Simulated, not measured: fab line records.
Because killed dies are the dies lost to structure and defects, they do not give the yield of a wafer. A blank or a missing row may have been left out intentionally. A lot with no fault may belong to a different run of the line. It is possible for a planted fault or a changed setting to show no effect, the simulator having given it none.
fab line records	flow n5Finfet
record lots=6	wafers=15	lastDay=16
route steps=1938 shown MOL_CONTACT_COAG@535 PASSIVATION@1936
lots that met no fault: from a run of the same line without faults
startH: hours from the record's first day to the start of the lot's first wafer shown	waitH: hours elapsed since this lot's preceding step	" repeats the value in the row above	L1.1+2: a row that stands for several wafers	- no value, or no start given	* or withheld: withheld	< > ~ a bound
route shown NAME@n: names a module that has steps shown in the file, with the first one's number in the route	usual: mean/standard deviation taken from wafers without a fault	same: alike in all rows	chamber/n: place in a boat	sites: the reading at each site	_std_site: how widely they spread, as a standard deviation	_edge_site: the outer-site mean with the inner-site mean subtracted	radiusMm: for every site, how far away it sits from the centre of the wafer	mask NAME#n: copy n	behind: tool/chamber where the wafer was last shaped	hold: reason for holding the lot/hours on hold/outcome of the hold	device: which transistor (n, p or np) failed to switch	end of line: at the end of the route, the tests of the same wafers	a step given without rows: its recipe and nothing more	killed: dies lost to structure and defects at the first sort, not the wafer's yield	map: shows each die of a wafer: x if killed, . if not, _ if none is there
set.NAME: setting as actually run; set.NAME@STEP: the setting as run at that earlier step	model.NAME: the simulator's own value behind a step, which no gauge read
lots seen at some steps along the route; tables by step, rows by wafer
services: when a tool's chamber went out of use (startH, in hours from the record's first day, below 0 if earlier), for how many hours, and the reason
## steps
# step N5_MOL_CONTACT_COAG_CONTACT_ETCH_14
# recipe chemistry=C4F6/O2	target=SiO2	targetDepthA=275	overetchA=85	maskMaterial=SOC	pressureMtorr=30	sourceW=370	biasW=185	Ar_flow_sccm=300	C4F6_flow_sccm=16	O2_flow_sccm=10	timeS=20	ionEnergyEv=259.6
# step N5_MOL_CONTACT_COAG_STRIP_109
# recipe chemistry=C4F6/O2	resist=SiARC	rfFrequencyHz=6e+07
# step N5_MOL_CONTACT_COAG_ETCH_15
# recipe chemistry=CH3F/O2	target=SiNx	targetDepthA=70	maskMaterial=SOC	stopOn=Si:P	overEtchFrac=0.75	ionEnergyEv=120	pressureMtorr=30	sourceW=395	biasW=73	Ar_flow_sccm=150	CH3F_flow_sccm=30	O2_flow_sccm=20
# usual drypumpMotorCurrentA=5.6/0.54	oesProductAu=0.60/0.064	rfVppV=297/3.4	showerheadPlenumPTorr=2.01/0.058	throttleValvePct=16.24/0.23
lot.wafer	tool	chamber	startH	waitH	drypumpMotorCurrentA	oesProductAu	rfHoursCounterH	rfVppV	showerheadPlenumPTorr	throttleValvePct
L580.2	rieDiel-02	1	120.95	0.0	6.7	0.72	4	292	1.96	16.05
L580.3	"	0	"	"	5.0	0.50	236	291	1.90	16.64
L580.4	"	2	"	"	5.0	0.59	85	294	2.01	16.41
L586.1	rieDiel-06	3	159.27	0.0	5.0	0.52	217	293	1.98	16.52
L586.5	"	3	"	"	5.0	0.53	-	294	1.98	16.51
L586.6	"	2	"	"	6.1	0.63	-	295	1.96	16.22
L589.2	rieDiel-04	3	173.47	0.0	5.5	0.58	110	302	2.02	16.34
L589.5	"	1	"	"	5.5	0.53	-	294	1.98	16.45
L589.6	"	2	"	"	5.1	0.65	-	297	2.04	16.04
L590.2	rieDiel-02	2	179.10	0.0	5.0	0.58	106	293	2.01	16.44
L590.6	"	2	"	"	4.9	0.58	-	294	2.01	16.45
L591.2	rieDiel-06	0	184.08	0.0	5.8	0.52	206	295	1.98	16.36
L593.2	rieDiel-06	1	201.20	0.0	5.3	0.66	19	299	2.04	16.28
L593.3	"	2	"	"	6.1	0.61	50	297	1.95	16.26
L593.5	"	0	"	"	5.8	0.52	-	294	1.98	16.36
# step N5_MOL_CONTACT_COAG_ETCH_110
# recipe chemistry=CF4/O2	target=Si	targetDepthA=25	timeS=8	pressureMtorr=100	sourceW=200	biasW=12	ionEnergyEv=60	Ar_flow_sccm=100	cf4FlowSccm=100	O2_flow_sccm=10
# step N5_MOL_CONTACT_COAG_STRIP_98
# recipe chemistry=N2/H2	powerW=500	tempC=40	pressureMtorr=50	rfFrequencyHz=6e+07	overashFraction=0.3	biasPowerW=8	h2Frac=0.5	n2FlowSccm=300	h2FlowSccm=300
# step N5_MOL_CONTACT_COAG_CD_MEAS_99
# recipe targetCdNm=17.2	polarity=opening
# usual cdNm=17.11/0.27
lot.wafer	tool	chamber	startH	waitH	cdNm
L580.2	cdSem-01	-	121.13	-	17.17
L580.3	"	-	"	"	17.24
L580.4	"	-	"	"	16.87
L586.1	cdSem-03	-	159.45	-	17.45
L586.5	"	-	"	"	17.34
L586.6	"	-	"	"	17.21
L589.2	cdSem-02	-	173.65	-	17.17
L589.5	"	-	"	"	16.76
L589.6	"	-	"	"	16.87
L590.2	cdSem-03	-	179.28	-	16.82
L590.6	"	-	"	"	17.22
L591.2	cdSem-02	-	184.26	-	16.74
L593.2	cdSem-03	-	201.39	-	17.39
L593.3	"	-	"	"	17.04
L593.5	"	-	"	"	17.01
# step N5_MOL_CONTACT_COAG_IMPLANT_129
# recipe species=Ge	energyKev=3	doseCm2=6e+14	tiltDeg=0	rotationDeg=0
# step N5_MOL_CONTACT_COAG_PRECLEAN_111
# recipe chemistry=NF3:NH3	afsCycles=1	tempC=30	timeS=20	sublimationTempC=180	sublimationTimeS=60	pressureTorr=3	rfPowerW=30
# step N5_MOL_CONTACT_COAG_TI_SIL_19
# recipe material=Ti	targetThkA=42	tempC=200	chamberPressurePa=5	powerW=5000	timeS=15
# usual throttleValvePct=30.1/0.42
lot.wafer	tool	chamber	startH	waitH	throttleValvePct
L580.2	pvdSputter-02	-	121.77	0.3	29.8
L580.3	"	-	"	"	29.8
L580.4	"	-	"	"	30.2
L586.1	pvdSputter-02	-	159.90	0.2	29.9
L586.5	"	-	"	"	30.0
L586.6	"	-	"	"	30.2
L589.2	pvdSputter-02	-	174.14	0.2	29.7
L589.5	"	-	"	"	29.4
L589.6	"	-	"	"	30.1
L590.2	pvdSputter-01	-	179.81	0.2	29.8
L590.6	"	-	"	"	29.9
L591.2	pvdSputter-03	-	184.86	0.2	29.8
L593.2	pvdSputter-03	-	202.49	0.2	30.4
L593.3	"	-	"	"	29.8
L593.5	"	-	"	"	29.8
# step N5_MOL_CONTACT_COAG_ALD_20
# recipe material=TiN	targetThkA=15	tempC=400	aldPrecursorFamily=TiCl4	aldCoReactant=NH3	pulseTimeS=1	purgeTimeS=3	coReactantPurgeTimeS=2	coReactantPulseTimeS=2	aldCycles=68	pressureTorr=3
# step N5_MOL_CONTACT_COAG_SIL_ANNEAL_21
# recipe tempC=550	timeS=60	ambient=N2
# step N5_MOL_CONTACT_COAG_PRE_CLEAN_141
# recipe gas=H2/He	timeS=60	tempC=300
# usual heaterPowerW=478/58
lot.wafer	tool	chamber	startH	waitH	heaterPowerW
L580.2	pvdSputter-02	-	124.63	2.3	592
L580.3	"	-	"	"	387
L580.4	"	-	"	"	435
L586.1	pvdSputter-01	-	162.63	2.2	475
L586.5	"	-	"	"	438
L586.6	"	-	"	"	558
L589.2	pvdSputter-03	-	176.38	1.7	490
L589.5	"	-	"	"	465
L589.6	"	-	"	"	422
L590.2	pvdSputter-03	-	180.72	0.4	411
L590.6	"	-	"	"	408
L591.2	pvdSputter-03	-	187.22	1.8	417
L593.2	pvdSputter-02	-	203.28	0.2	558
L593.3	"	-	"	"	395
L593.5	"	-	"	"	391
# step N5_MOL_CONTACT_COAG_SPUTTER_143
# recipe material=Co	targetThkA=25	tempC=25	chamberPressurePa=0.2
# usual throttleValvePct=30.1/0.46
lot.wafer	tool	chamber	startH	waitH	throttleValvePct
L580.2	pvdSputter-02	-	124.69	0.0	30.7
L580.3	"	-	"	"	30.1
L580.4	"	-	"	"	30.3
L586.1	pvdSputter-01	-	162.69	0.0	29.9
L586.5	"	-	"	"	30.6
L586.6	"	-	"	"	30.0
L589.2	pvdSputter-03	-	176.45	0.0	30.1
L589.5	"	-	"	"	29.5
L589.6	"	-	"	"	30.7
L590.2	pvdSputter-03	-	180.78	0.0	30.8
L590.6	"	-	"	"	30.5
L591.2	pvdSputter-03	-	187.28	0.0	30.8
L593.2	pvdSputter-02	-	203.34	0.0	29.6
L593.3	"	-	"	"	30.5
L593.5	"	-	"	"	29.8
# step N5_MOL_CONTACT_COAG_CO_FILL_22
# recipe material=Co	targetThkA=200	tempC=200	precursor=CCTBA/H2	pressureTorr=30
# usual heaterPowerOuterW=127/14	heaterPowerW=234/25
lot.wafer	tool	chamber	startH	waitH	heaterPowerOuterW	heaterPowerW
L580.2	cvdCo-02	0	124.81	0.1	116	200
L580.3	"	2	"	"	144	261
L580.4	"	2	"	"	147	259
L586.1	cvdCo-01	2	162.81	0.1	120	229
L586.5	"	2	"	"	121	228
L586.6	"	0	"	"	116	215
L589.2	cvdCo-02	2	176.58	0.1	148	265
L589.5	"	2	"	"	138	255
L589.6	"	0	"	"	118	203
L590.2	cvdCo-01	0	180.92	0.1	116	212
L590.6	"	1	"	"	124	236
L591.2	cvdCo-02	1	187.41	0.1	154	278
L593.2	cvdCo-02	1	203.50	0.1	151	283
L593.3	"	2	"	"	142	258
L593.5	"	0	"	"	117	200
# step N5_MOL_CONTACT_COAG_ANNEAL_113
# recipe tempC=400	timeS=300	ambient=H2/N2
# step N5_MOL_CONTACT_COAG_PRE_CLEAN_142
# recipe gas=H2/He	timeS=60	tempC=300
# step N5_MOL_CONTACT_COAG_SPUTTER_130
# recipe material=Co	targetThkA=475	tempC=25	chamberPressurePa=0.5	powerW=3000
# step N5_MOL_CONTACT_COAG_PRECLEAN_125
# recipe chemistry=DIW	timeS=57.5	tempC=23
# step N5_MOL_CONTACT_COAG_SRD_126
# recipe dryTimeS=32	dry=n2Spin	spinRpm=1500
# step N5_MOL_CONTACT_COAG_CMP_23
# recipe stopOn=SiO2	tOverpolishS=1.5	postCmpClean=cuAlkaline	downForcePsi=2	platenRpm=50.289	padVelocityMS=1.0006	targetThkNm=0
# step N5_MOL_CONTACT_COAG_WET_ETCH_26
# recipe target=Co	targetDepthNm=13
# step N5_MOL_CONTACT_COAG_WET_ETCH_116
# recipe chemistry=SC1-inhibited	targetDepthNm=4.6	dry=ipaMarangoni	rinseTimeS=30	rinseTempC=23
# step N5_MOL_CONTACT_COAG_ALD_27
# recipe material=SiOC	targetThkA=170	tempC=400	aldPrecursorFamily=carbosiloxane	aldCoReactant=H2-plasma	pulseTimeS=1.5	timeS=2720	purgeTimeS=2	coReactantPurgeTimeS=2	aldCycles=340	pressureTorr=2
# step N5_MOL_CONTACT_COAG_CMP_28
# recipe stopOn=SiNx	tOverpolishS=0.85	postCmpClean=alkalineBrush	downForcePsi=4.15	platenRpm=51.8	padVelocityMS=1.0307	targetThkNm=14.522
# step N5_MOL_CONTACT_COAG_THK_MEAS_29
# recipe reads=SiNx_of_GATE_CUT_PECVD_57+SiNx_of_GATE_CUT_SAC_CAP_01
# usual MD_CAP_THK=17.92/0.072
lot.wafer	tool	chamber	startH	waitH	MD_CAP_THK[nm]
L580.2	filmMetro-02	-	130.87	-	17.97
L580.3	"	-	"	"	17.92
L580.4	"	-	"	"	17.90
L586.1	filmMetro-01	-	169.40	-	18.01
L586.5	"	-	"	"	17.97
L586.6	"	-	"	"	17.91
L589.2	filmMetro-02	-	182.64	-	18.03
L589.5	"	-	"	"	17.92
L589.6	"	-	"	"	17.96
L590.2	filmMetro-01	-	186.85	-	17.84
L590.6	"	-	"	"	17.97
L591.2	filmMetro-01	-	194.03	-	18.00
L593.2	filmMetro-02	-	209.54	-	17.84
L593.3	"	-	"	"	17.88
L593.5	"	-	"	"	17.83
# step N5_MOL_CONTACT_COAG_ALD_123
# recipe material=SiNx	targetThkA=50	tempC=400	aldPrecursorFamily=SiH2I2	aldCoReactant=N2/H2-plasma	pulseTimeS=1	purgeTimeS=2	coReactantPurgeTimeS=2	aldCycles=100	pressureTorr=2
# step N5_MOL_CONTACT_COAG_PECVD_31
# recipe material=SiO2	targetThkA=460	tempC=400	precursor=TEOS/O2	pressureTorr=6.5	rfW=withheld	teosFlowSccm=withheld	gas=O2	flowSccm=2650	timeS=8.9
# step N5_MOL_CONTACT_COAG_COAT_75
# recipe resist=SOC	tempC=250	timeS=60	spinRpm=1500	resistThkNm=60
# step N5_MOL_CONTACT_COAG_COAT_76
# recipe resist=SiARC	tempC=220	timeS=60	spinRpm=1500	resistThkNm=10
# step N5_MOL_CONTACT_COAG_COAT_77
# recipe resist=underlayer	tempC=205	timeS=60	spinRpm=1500	resistThkNm=10
# step N5_MOL_CONTACT_COAG_COAT_78
# recipe resist=CAR-EUV	spinRpm=1500	resistThkNm=40
# step N5_MOL_CONTACT_COAG_EBR_80
# recipe solvent=PGMEA	ebrWidthMm=1.5
# step N5_MOL_CONTACT_COAG_SOFTBAKE_79
# recipe tempC=110	timeS=60	resist=CAR-EUV
# step N5_MOL_CONTACT_COAG_EXPOSE_81
# recipe maskId=VG	na=0.33	sourceShape=annular	sigmaInner=0.3	sigmaOuter=0.7	polarization=unpolarized	defocusNm=0	doseMj=59.5
# step N5_MOL_CONTACT_COAG_PEB_82
# recipe pebTempC=100	pebTimeS=60	resist=CAR-EUV
# step N5_MOL_CONTACT_COAG_DEVELOP_83
# recipe developTimeS=30	developer=TMAH	resist=CAR-EUV	rinseLiquid=surfactantRinse	dry=airSpin	devTempC=23
# step N5_MOL_CONTACT_COAG_CD_MEAS_84
# recipe targetCdNm=25.1	landingEnergyEv=500	detector=seInlens	polarity=opening
# usual cdNm=25.10/0.25
lot.wafer	tool	chamber	startH	waitH	cdNm
L580.2	cdSem-01	0	131.75	-	24.95
L580.3	"	0	"	"	24.79
L580.4	"	0	"	"	24.95
L586.1	cdSem-03	0	170.28	-	24.98
L586.5	"	0	"	"	25.60
L586.6	"	0	"	"	25.03
L589.2	cdSem-01	0	184.66	-	24.95
L589.5	"	0	"	"	25.31
L589.6	"	0	"	"	24.96
L590.2	cdSem-02	0	187.73	-	25.21
L590.6	"	0	"	"	25.26
L591.2	cdSem-03	0	195.13	-	24.74
L593.2	cdSem-02	0	210.81	-	24.74
L593.3	"	0	"	"	25.65
L593.5	"	0	"	"	25.25
# step N5_MOL_CONTACT_COAG_OVL_MEAS_85
# recipe pointsPerWafer=522
# usual VG_OVL=-0.8/0.74
lot.wafer	tool	chamber	startH	waitH	VG_OVL[nm]
L580.2	overlay-02	0	131.79	0.0	-2.7
L580.3	"	0	"	"	-1.5
L580.4	"	0	"	"	-1.2
L586.1	overlay-01	0	170.31	0.0	-0.9
L586.5	"	0	"	"	-2.1
L586.6	"	0	"	"	-1.3
L589.2	overlay-02	0	184.70	0.0	-0.8
L589.5	"	0	"	"	-1.9
L589.6	"	0	"	"	-0.7
L590.2	overlay-01	0	187.77	0.0	-1.2
L590.6	"	0	"	"	-0.5
L591.2	overlay-02	0	195.16	0.0	-0.2
L593.2	overlay-01	0	210.84	0.0	-2.1
L593.3	"	0	"	"	-0.6
L593.5	"	0	"	"	-0.8
# step N5_MOL_CONTACT_COAG_DESCUM_88
# recipe chemistry=O2	timeS=7	sourcePowerW=50	biasPowerW=20	pressureMtorr=20	rfFrequencyHz=2.712e+07	tempC=40	resist=CAR-EUV	o2FlowSccm=225
# usual drypumpMotorCurrentA=5.6/0.48	oesProductAu=0.81/0.086	rfVppV=243.2/1.1	showerheadPlenumPTorr=2.09/0.048	tempC=39.99/0.1	throttleValvePct=20.33/0.24
lot.wafer	tool	chamber	startH	waitH	drypumpMotorCurrentA	oesProductAu	rfHoursCounterH	rfVppV	showerheadPlenumPTorr	tempC	throttleValvePct
L580.2	rieDiel-04	2	132.05	0.2	5.1	0.94	27	243.4	2.12	40.22	20.05
L580.3	"	0	"	"	6.2	0.87	40	242.9	2.13	39.89	19.89
L580.4	"	1	"	"	5.5	0.72	184	243.9	2.08	40.11	20.56
L586.1	rieDiel-04	2	170.40	0.0	5.2	0.91	40	243.6	2.12	40.13	20.08
L586.5	"	1	"	"	5.4	0.72	-	243.1	2.08	40.13	20.59
L586.6	"	2	"	"	5.1	0.91	-	242.6	2.12	40.05	20.07
L589.2	rieDiel-04	1	184.79	0.0	5.5	0.71	200	244.0	2.08	40.08	20.58
L589.5	"	0	"	"	6.3	0.83	-	243.1	2.13	39.85	19.93
L589.6	"	3	"	"	5.5	0.78	-	244.1	2.11	39.99	20.42
L590.2	rieDiel-04	3	187.85	0.0	5.5	0.79	115	243.2	2.11	40.04	20.41
L590.6	"	3	"	"	5.5	0.79	-	244.3	2.11	39.90	20.44
L591.2	rieDiel-06	0	195.25	0.0	5.8	0.71	211	243.1	2.06	39.99	20.32
L593.2	rieDiel-04	0	210.97	0.1	6.3	0.83	66	244.1	2.12	39.79	19.93
L593.3	"	1	"	"	5.5	0.71	209	243.6	2.07	40.06	20.59
L593.5	"	1	"	"	5.5	0.70	-	242.3	2.07	40.01	20.60
# step N5_PASSIVATION_PROBE_49
# usual killed_at_M0_to_M3=33/8.9	killed_at_M4_up=15/5.4	killedAtContacts=13/5.8	killedAtFrontEnd=39/9.9	killedAtOther=3.2/2.9	killedDies=102/15	killedOpen=68/12	killedShort=34/7.6
# same grossDies=1180	killedAtBackSide=0
lot.wafer	tool	chamber	startH	waitH	killed_at_M0_to_M3	killed_at_M4_up	killedAtContacts	killedAtFrontEnd	killedAtOther	killedDies	killedOpen	killedShort
L586.6	prober-01	-	336.90	0.3	31	20	8	44	2	105	70	35
L590.2	prober-02	-	360.26	0.1	29	16	112	43	1	201	59	36
L590.6	prober-02	-	360.46	0.3	32	7	110	54	0	203	53	50
L593.2	prober-01	-	369.15	0.1	30	13	25	54	2	124	88	34
L593.3	prober-01	-	369.20	0.1	31	12	17	47	0	107	77	30
L593.5	prober-01	-	369.30	0.2	39	13	13	48	2	115	77	37
L591.2	prober-02	-	374.12	0.1	29	16	107	33	3	188	62	30
# killed by level:class
L586.6 BEOL_M4:geometricParticle:open=12 DUMMY_GATE:geometricParticle:open=10 BEOL_M3:geometricParticle:open=9 FIN_SAQP:geometricParticle:short=7 GATE_CUT:geometricParticle:open=6 MOL_CONTACT_COAG:geometricParticle:open=6 BEOL_M2:geometricParticle:open=6 BEOL_M0_SAQP:geometricParticle:short=4
L590.2 MOL_CONTACT_COAG:unspecified=104 FIN_SAQP:geometricParticle:short=11 GATE_CUT:geometricParticle:short=11 FIN_SAQP:geometricParticle:open=10 BEOL_M0_SAQP:geometricParticle:open=8 BEOL_M0_SAQP:geometricParticle:short=8 MOL_CONTACT_COAG:geometricParticle:open=6 BEOL_M3:geometricParticle:open=5
L590.6 MOL_CONTACT_COAG:unspecified=100 FIN_SAQP:geometricParticle:short=19 BEOL_M0_SAQP:geometricParticle:short=12 FIN_SAQP:geometricParticle:open=9 MOL_CONTACT_COAG:geometricParticle:open=9 BEOL_M0_SAQP:geometricParticle:open=8 STARTING-WAFER:geometricParticle:short=6 GATE_CUT:geometricParticle:short=5
L593.2 MOL_CONTACT_COAG:geometricParticle:open=23 STI_FIN_REVEAL:geometricParticle:open=9 GATE_CUT:geometricParticle:open=7 GATE_CUT:geometricParticle:short=6 ILD0:geometricParticle:open=6 BEOL_M0_SAQP:geometricParticle:short=6 BEOL_M0_SAQP:geometricParticle:open=6 FIN_SAQP:geometricParticle:open=5
L593.3 BEOL_M0_SAQP:geometricParticle:open=15 MOL_CONTACT_COAG:geometricParticle:open=13 STI_FIN_REVEAL:geometricParticle:open=7 DUMMY_GATE:geometricParticle:open=7 FIN_SAQP:geometricParticle:open=6 ILD0:geometricParticle:open=5 GATE_CUT:geometricParticle:short=5 BEOL_M3:geometricParticle:open=5
L593.5 STI_FIN_REVEAL:geometricParticle:open=11 MOL_CONTACT_COAG:geometricParticle:open=10 BEOL_M2:geometricParticle:open=10 FIN_SAQP:geometricParticle:open=8 FIN_SAQP:geometricParticle:short=8 BEOL_M0_SAQP:geometricParticle:open=8 BEOL_M3:geometricParticle:open=8 BEOL_M0_SAQP:geometricParticle:short=6
L591.2 MOL_CONTACT_COAG:unspecified=95 MOL_CONTACT_COAG:geometricParticle:open=9 BEOL_M0_SAQP:geometricParticle:short=9 BEOL_M4:geometricParticle:open=8 BEOL_M3:geometricParticle:open=8 STI_FIN_REVEAL:geometricParticle:open=7 DUMMY_GATE:geometricParticle:open=7 FIN_SAQP:geometricParticle:short=5
# map L590.6 (x killed, . not)
_________________.x...x......________________
______________..............x..._____________
___________....x..........x........__________
__________.........................._________
________........................x....._______
_______...........................x....______
______.....x.................x...x..x.x._____
_____.....x...x.....xx..........x........____
____.......x...x..x..x....................___
___.........x...xx......x............x.....__
___.....x...xxxxxxxx.x........x............__
__..x.....xxx.xxx.xxx....x.x.x........x....._
__.....x..xxxxxxxxx.x....x......x...x......._
_.......x..xxxxxxxxxxxx..x..x...............x
_.......xx.xxxxxxxxx..x.........x.x.x.......x
_..x.....xxxxxxxxxxxxx.x......x...x..x......x
_.xx......x.xxxxxxxxxx.x.......x...x.........
_...x.......x.x.xxxx.x..........xx......x....
_x.......x..xxxxxxx........x.........xx...x..
_............xx.xx..x.........xx............x
_..x.........x.x....x...............x.......x
__........x.................x.....x........._
__...xx..............x....................x._
___........................x.x..........x.x__
___........x.....x...x......x...x....x.....__
____.....x..x........x.x...x..............___
_____......................x.....x.......____
______............x....................._____
_______.......................x........______
________............x...x....x........_______
__________..........x.....x........._________
___________...................x....__________
______________.................._____________
_________________........x...________________
# map L591.2 (x killed, . not)
_________________.......x....________________
______________....x........x...._____________
___________.......................x__________
__________.x................x......._________
________.x........x.x...............x._______
_______................................______
______.................................._____
_____..........x..x..............x.....x.____
____...............x...x..x...............___
___..........x.x.x...............x.........__
___..........x.xxxxxx............x.....x...__
__....x.....xxxxxx.x....x........x.....x...._
__........xxxxxxxxxxx...x............x.x...x_
_......x...xxxxxxxxxx.x...............x......
_...xx..x.xxxxxxxxxxxxxxx.............x..x...
_....x....xxxxxxxxxxx..x......x.........x....
_........xxxxxxxxxxxxx...x..x.....x..........
_.....x..xxxxxx.xxxxxx.....................x.
_......x...xxxxxx..xx.........x.......x......
_....x...xx.x.x.x..x.x........x..............
_.........xx..x.........................x....
__...x.......xx............................._
__....................x....x................_
___....x.........x.........x...............__
___x...xx.........x.....x..................__
____...x............................x.....___
_____.....x....xx........................____
______.........xx........x..x..........._____
_______................................______
________....x........................._______
__________....................x..x.x_________
___________..........x......x......__________
______________.................._____________
_________________.x........x.________________
## services
tool	chamber	startH	hours	kind
rieDiel-06	1	107.30	-	clean
rieDiel-06	1	107.30	-	consumableReplace:focusRing
rieDiel-06	1	107.30	20.1	scheduledDown
rieDiel-06	1	107.30	20.1	ventCycle
rieDiel-04	1	107.47	3.4	repair
cvdCo-01	1	114.67	-	clean
cvdCo-01	1	114.67	22.0	scheduledDown
cvdCo-01	1	114.67	22.0	ventCycle
pvdSputter-03	-	118.23	5.8	repair
cvdCo-01	-	131.37	6.9	pm
rieDiel-06	-	153.59	1.2	repair
rieDiel-02	0	162.16	-	clean
rieDiel-02	0	162.16	-	consumableReplace:focusRing
rieDiel-02	0	162.16	-	consumableReplace:showerhead
rieDiel-02	0	162.16	13.7	scheduledDown
rieDiel-02	0	162.16	13.7	ventCycle
pvdSputter-01	-	164.86	1.5	repair
rieDiel-06	1	175.24	16.7	repair
pvdSputter-02	-	187.05	3.7	repair
cvdCo-02	-	193.68	4.3	pm
rieDiel-02	3	196.56	2.4	repair
## key
firstSign step=N5_PASSIVATION_PROBE_49	reading=killedAtContacts	direction=up	sigmas=17	usual=13	struck=110
effect step=N5_PASSIVATION_PROBE_49	reading=killedDies	direction=up	sigmas=6.3	usual=102	struck=197
moreKillsBornAt N5_MOL_CONTACT_COAG_SPUTTER_143@pvdSputter-03=299
metAt N5_MOL_CONTACT_COAG_SPUTTER_143
struckWafers L590.2,L590.6,L591.2
testerLeftOut L590,L591
onsetBetween 176.45 180.78
alsoFits N5_MOL_CONTACT_COAG_PRE_CLEAN_141:pvdSputter-03
earlierFault kind=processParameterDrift	tool=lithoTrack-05	chamber=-	onsetH=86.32	steps=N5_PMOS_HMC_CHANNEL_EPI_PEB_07	channel=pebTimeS	offset=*	shape=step	actsIn=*	stated=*
fault kind=chamberParticleSource	tool=pvdSputter-03	chamber=-	onsetH=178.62	steps=N5_MOL_CONTACT_COAG_SPUTTER_143	ratePerVisitCm2=0.4947	scope=struckWafersOnly
# testerLeftOut: of these lots the tester's yield and bins aren't shown, on N5 and GAA mostly nor the transistor test; their killed dies are dies lost to structure and defects alone, not to doping, threshold or leakage, so they don't give the yield
